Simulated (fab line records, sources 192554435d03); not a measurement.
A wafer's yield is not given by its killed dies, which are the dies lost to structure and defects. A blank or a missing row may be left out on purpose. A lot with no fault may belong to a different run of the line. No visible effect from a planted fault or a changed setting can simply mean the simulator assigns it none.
Which tool was responsible? + flow n5Finfet + 9 lots with 27 wafers sampled at 6 steps, on a route of 1938 steps

## WHAT EACH GAUGE READ, for each wafer
N5_BEOL_M4_RC_MEAS_101. Usual: DIBL_N 35.9 mV/V, standard deviation 1.3; DIBL_P 35.9 mV/V, standard deviation 1.5; IOFF_N 0.152 nA/um, standard deviation 0.023; IOFF_P 0.204 nA/um, standard deviation 0.027; ION_N 673 uA/um, standard deviation 9.2; ION_P 462 uA/um, standard deviation 6.7; SS_N 71.4 mV/dec, standard deviation 0.48; SS_P 73.2 mV/dec, standard deviation 0.55; VT_N 250.3 mV, standard deviation 2.6; VT_P -250.6 mV, standard deviation 3.
| lot  | measured     | on        | DIBL_N (mV/V)  | DIBL_P (mV/V)  | IOFF_N (nA/um)    | IOFF_P (nA/um)    | ION_N (uA/um) | ION_P (uA/um) | SS_N (mV/dec)  | SS_P (mV/dec)  | VT_N (mV)         | VT_P (mV)            | flag |
|------|--------------|-----------|----------------|----------------|-------------------|-------------------|---------------|---------------|----------------|----------------|-------------------|----------------------|------|
| L688 | day 9 21:12  | prober-01 | 36.6 35.3 37.3 | 36.6 34.7 38.1 | 0.135 0.122 0.162 | 0.175 0.159 0.214 | 670 676 685   | 456 453 469   | 71.2 70.6 71.8 | 72.8 72.6 73.6 | 253.0 253.1 251.9 | -253.4 -254.0 -250.3 |      |
| L690 | day 10 14:52 | prober-02 | 36.6 37.2 36.1 | 35.2 36.9 34.5 | 0.144 0.167 0.141 | 0.217 0.244 0.198 | 665 671 659   | 462 464 449   | 71.6 72.1 71.9 | 73.5 74.2 72.5 | 252.7 248.3 253.3 | -248.6 -249.5 -251.8 |      |
| L692 | day 10 22:23 | prober-01 | 36.2 37.4 36.8 | 35.5 37.4 36.7 | 0.162 0.183 0.175 | 0.209 0.233 0.224 | 687 680 690   | 467 468 469   | 71.6 71.8 70.5 | 73.1 74.2 73.0 | 246.1 245.8 247.4 | -248.9 -249.6 -248.3 |      |
| L693 | day 12 03:04 | prober-02 | 35.7 35.0 35.9 | 35.5 35.2 36.2 | 0.134 0.127 0.143 | 0.188 0.198 0.209 | 669 665 681   | 455 460 461   | 71.1 70.7 71.7 | 72.7 72.8 73.8 | 249.5 251.2 248.9 | -249.6 -248.8 -248.1 |      |
| L703 | day 13 17:34 | prober-01 | 36.5 35.8 36.4 | 36.4 35.8 36.3 | 0.174 0.162 0.172 | 0.228 0.218 0.228 | 688 681 677   | 471 469 468   | 71.9 72.0 71.1 | 72.9 72.9 72.5 | 246.3 248.6 245.5 | -248.1 -249.2 -247.2 |      |
| L704 | day 13 17:28 | prober-02 | 36.1 36.2 35.4 | 36.0 36.6 35.8 | 0.162 0.164 0.149 | 0.183 0.187 0.176 | 675 668 669   | 454 455 452   | 71.9 72.0 71.4 | 73.0 73.8 73.1 | 250.0 248.5 250.2 | -253.1 -255.2 -256.0 |      |
| L705 | day 14 01:35 | prober-02 | 35.1 35.0 35.1 | 35.8 36.8 36.6 | 0.128 0.132 0.138 | 0.167 0.175 0.171 | 669 668 672   | 455 454 456   | 71.1 71.7 71.8 | 73.3 73.4 73.2 | 255.3 253.2 252.9 | -254.2 -253.3 -257.5 |      |
| L706 | day 14 19:56 | prober-01 | 41.0 37.6 38.4 | 40.4 35.8 36.5 | 0.248 0.157 0.177 | 0.306 0.216 0.238 | 686 667 669   | 469 459 455   | 72.2 72.2 71.4 | 74.8 73.7 74.4 | 245.1 251.9 249.1 | -245.4 -252.3 -249.1 |      |
| L707 | day 14 22:47 | prober-02 | 35.3 35.2 35.9 | 34.3 34.4 35.3 | 0.134 0.130 0.146 | 0.219 0.216 0.240 | 657 667 678   | 466 471 477   | 71.6 71.4 71.1 | 73.2 72.1 73.7 | 252.8 249.9 251.0 | -247.0 -247.9 -244.7 |      |

## TOOL THAT RAN EACH LOT (tool first, then ch and the chambers of the sampled wafers, then the start)
| lot  | N5_BEOL_M1_ANNEAL_89        | N5_BEOL_M1_PRE_CLEAN_60         | N5_BEOL_M2_COAT_62               | N5_BEOL_M2_DESCUM_16              | N5_BEOL_M2_ETCH_63                |
|------|-----------------------------|---------------------------------|----------------------------------|-----------------------------------|-----------------------------------|
| L688 | pvdSputter-03, day 7 05:38  | cvdCo-02 ch 0,2, day 7 07:16    | lithoTrack-03 ch 0, day 7 08:45  | rieDiel-02 ch 1,2, day 7 09:17    | rieDiel-02 ch 1,2, day 7 09:20    |
| L690 | pvdSputter-01, day 8 04:45  | cvdCo-02 ch 0,1, day 8 07:17    | lithoTrack-03 ch 0, day 8 09:02  | rieDiel-05 ch 0,2, day 8 09:35    | rieDiel-05 ch 0,2, day 8 09:38    |
| L692 | pvdSputter-01, day 8 10:56  | cvdCo-01 ch 0,2, day 8 12:34    | lithoTrack-03 ch 0, day 8 13:55  | rieDiel-04 ch 2,3, day 8 14:37    | rieDiel-04 ch 2,3, day 8 14:40    |
| L693 | pvdSputter-01, day 9 01:54  | cvdCo-02 ch 1,2, day 9 03:40    | lithoTrack-02 ch 0, day 9 04:19  | rieDiel-04 ch 0,2,3, day 9 04:49  | rieDiel-04 ch 0,2,3, day 9 04:53  |
| L703 | pvdSputter-02, day 11 00:57 | cvdCo-01 ch 0,1,2, day 11 02:35 | lithoTrack-03 ch 0, day 11 05:08 | rieDiel-04 ch 1,2, day 11 05:52   | rieDiel-04 ch 1,2, day 11 05:55   |
| L704 | pvdSputter-02, day 11 03:52 | cvdCo-01 ch 1,2, day 11 05:29   | lithoTrack-01 ch 0, day 11 08:10 | rieDiel-05 ch 0,1,3, day 11 08:34 | rieDiel-05 ch 0,1,3, day 11 08:37 |
| L705 | pvdSputter-01, day 11 13:31 | cvdCo-02 ch 0,1,2, day 11 15:09 | lithoTrack-03 ch 0, day 11 15:44 | rieDiel-05 ch 0,1,2, day 11 16:07 | rieDiel-05 ch 0,1,2, day 11 16:10 |
| L706 | pvdSputter-01, day 11 20:17 | cvdCo-02 ch 0,1,2, day 11 21:54 | lithoTrack-03 ch 0, day 11 23:27 | rieDiel-05 ch 0,1,3, day 11 23:58 | rieDiel-05 ch 0,1,3, day 12 00:01 |
| L707 | pvdSputter-02, day 11 22:38 | cvdCo-02 ch 0,1,2, day 12 00:16 | lithoTrack-02 ch 0, day 12 02:16 | rieDiel-05 ch 0,1,3, day 12 02:50 | rieDiel-05 ch 0,1,3, day 12 02:53 |
- N5_BEOL_M1_ANNEAL_89: time 240 s.
- N5_BEOL_M1_PRE_CLEAN_60: time 15 s.
- N5_BEOL_M2_COAT_62: time 60 s, resist thk 12 nm.
- N5_BEOL_M2_DESCUM_16: chemistry O2, time 7 s.
- N5_BEOL_M2_ETCH_63: etches SiARC in CF4, target depth 15.6 nm, time 26 s.

## AS READ BY THE TOOLS THEMSELVES (means over the sampled wafers that have a number; for cases with no such wafer, the mark the record gives instead)
N5_BEOL_M1_ANNEAL_89. Usual: 816 W for heaterPowerW, sd 78.
| lot  | tool          | heaterPowerW (W) | flag |
|------|---------------|------------------|------|
| L688 | pvdSputter-03 | 783              |      |
| L690 | pvdSputter-01 | 774              |      |
| L692 | pvdSputter-01 | 790              |      |
| L693 | pvdSputter-01 | 770              |      |
| L703 | pvdSputter-02 | 886              |      |
| L704 | pvdSputter-02 | 865              |      |
| L705 | pvdSputter-01 | 819              |      |
| L706 | pvdSputter-01 | 773              |      |
| L707 | pvdSputter-02 | 814              |      |

N5_BEOL_M1_PRE_CLEAN_60. Usual: 85 W for heaterPowerW, sd 22.
| lot  | tool     | heaterPowerW (W) | flag |
|------|----------|------------------|------|
| L688 | cvdCo-02 | 66               |      |
| L690 | cvdCo-02 | 91               |      |
| L692 | cvdCo-01 | 82               |      |
| L693 | cvdCo-02 | 81               |      |
| L703 | cvdCo-01 | 92               |      |
| L704 | cvdCo-01 | 104              |      |
| L705 | cvdCo-02 | 81               |      |
| L706 | cvdCo-02 | 82               |      |
| L707 | cvdCo-02 | 81               |      |

N5_BEOL_M2_COAT_62. Usual: dispensePressureKPa 54.7 kPa, standard deviation 2.3; spinSpeedRpm 1500.0 rpm, standard deviation 1.2.
| lot  | tool          | dispensePressureKPa (kPa) | spinSpeedRpm (rpm) | flag |
|------|---------------|---------------------------|--------------------|------|
| L688 | lithoTrack-03 | 56.0                      | 1499.9             |      |
| L690 | lithoTrack-03 | 56.0                      | 1258.3             | OFF  |
| L692 | lithoTrack-03 | 56.0                      | 1258.4             | OFF  |
| L693 | lithoTrack-02 | 49.1                      | 1500.2             |      |
| L703 | lithoTrack-03 | 56.0                      | 1499.6             |      |
| L704 | lithoTrack-01 | 53.6                      | 1500.7             |      |
| L705 | lithoTrack-03 | 56.0                      | 1499.7             |      |
| L706 | lithoTrack-03 | 56.0                      | 1501.0             |      |
| L707 | lithoTrack-02 | 49.0                      | 1499.9             |      |

N5_BEOL_M2_DESCUM_16. Usual: drypumpMotorCurrentA 5.9 A, standard deviation 0.37; oesProductAu 0.80 a.u., standard deviation 0.088; rfVppV 243.5 V, standard deviation 2; showerheadPlenumPTorr 2.11 Torr, standard deviation 0.11; throttleValvePct 20.35 %, standard deviation 0.14.
| lot  | tool       | drypumpMotorCurrentA (A) | oesProductAu (a.u.) | rfVppV (V) | showerheadPlenumPTorr (Torr) | throttleValvePct (%) | flag |
|------|------------|--------------------------|---------------------|------------|------------------------------|----------------------|------|
| L688 | rieDiel-02 | 6.1                      | 0.72                | 243.7      | 2.11                         | 20.48                |      |
| L690 | rieDiel-05 | 5.6                      | 0.81                | 243.9      | 2.19                         | 20.25                |      |
| L692 | rieDiel-04 | 6.0                      | 0.77                | 242.7      | 2.06                         | 20.40                |      |
| L693 | rieDiel-04 | 6.2                      | 0.82                | 243.3      | 2.11                         | 20.37                |      |
| L703 | rieDiel-04 | 6.1                      | 0.75                | 241.1      | 1.99                         | 20.36                |      |
| L704 | rieDiel-05 | 5.8                      | 0.82                | 242.5      | 2.07                         | 20.37                |      |
| L705 | rieDiel-05 | 5.6                      | 0.78                | 243.4      | 2.10                         | 20.38                |      |
| L706 | rieDiel-05 | 5.7                      | 0.80                | 243.4      | 2.07                         | 20.37                |      |
| L707 | rieDiel-05 | 5.7                      | 0.80                | 242.4      | 2.07                         | 20.37                |      |

N5_BEOL_M2_ETCH_63. Usual: drypumpMotorCurrentA 5.8 A, standard deviation 0.37; etchRfOnTimeS 25.9 s, standard deviation 0.32; oesProductAu 0.69 a.u., standard deviation 0.075; rfVppV 184.4 V, standard deviation 1.4; showerheadPlenumPTorr 2.17 Torr, standard deviation 0.1; throttleValvePct 15.55 %, standard deviation 0.17.
| lot  | tool       | drypumpMotorCurrentA (A) | etchRfOnTimeS (s) | oesProductAu (a.u.) | rfVppV (V) | showerheadPlenumPTorr (Torr) | throttleValvePct (%) | flag |
|------|------------|--------------------------|-------------------|---------------------|------------|------------------------------|----------------------|------|
| L688 | rieDiel-02 | 6.1                      | 26.1              | 0.62                | 184.6      | 2.16                         | 15.72                |      |
| L690 | rieDiel-05 | 5.6                      | 28.1              | 0.69                | 185.4      | 2.24                         | 15.45                | OFF  |
| L692 | rieDiel-04 | 6.0                      | 28.0              | 0.67                | 184.4      | 2.11                         | 15.61                | OFF  |
| L693 | rieDiel-04 | 6.2                      | 25.7              | 0.70                | 184.4      | 2.16                         | 15.55                |      |
| L703 | rieDiel-04 | 6.1                      | 26.1              | 0.64                | 182.2      | 2.05                         | 15.65                |      |
| L704 | rieDiel-05 | 5.8                      | 25.8              | 0.70                | 183.9      | 2.13                         | 15.56                |      |
| L705 | rieDiel-05 | 5.6                      | 25.9              | 0.67                | 184.7      | 2.15                         | 15.59                |      |
| L706 | rieDiel-05 | 5.7                      | 25.9              | 0.69                | 184.6      | 2.13                         | 15.58                |      |
| L707 | rieDiel-05 | 5.7                      | 26.1              | 0.69                | 183.8      | 2.12                         | 15.57                |      |

## THE ANSWER, worked out from the rows above alone
Rule: take the mean of a lot's wafers that have a number; if it is more than 3 standard deviations from the usual mean, the lot is off. A lot without any number at a reading at which 4 lots or more have one is off too. Any other lot the step has rows for is counted as sound. The gauges are gone through in route order, then the tools' own readings, and for those a lot's mean is taken as printed above. At the first step where some lot is off, the reading lying furthest off is the one used; lots without a number count as furthest.
Off: L690, L692, at N5_BEOL_M2_COAT_62 (spinSpeedRpm).
If a tool, at that step or one of the process steps before it, ran each lot that is off and ran no sound lot following the first of them, it fits. Not one of the candidates tried fits.

## WHAT THE SIMULATOR HAD PUT IN
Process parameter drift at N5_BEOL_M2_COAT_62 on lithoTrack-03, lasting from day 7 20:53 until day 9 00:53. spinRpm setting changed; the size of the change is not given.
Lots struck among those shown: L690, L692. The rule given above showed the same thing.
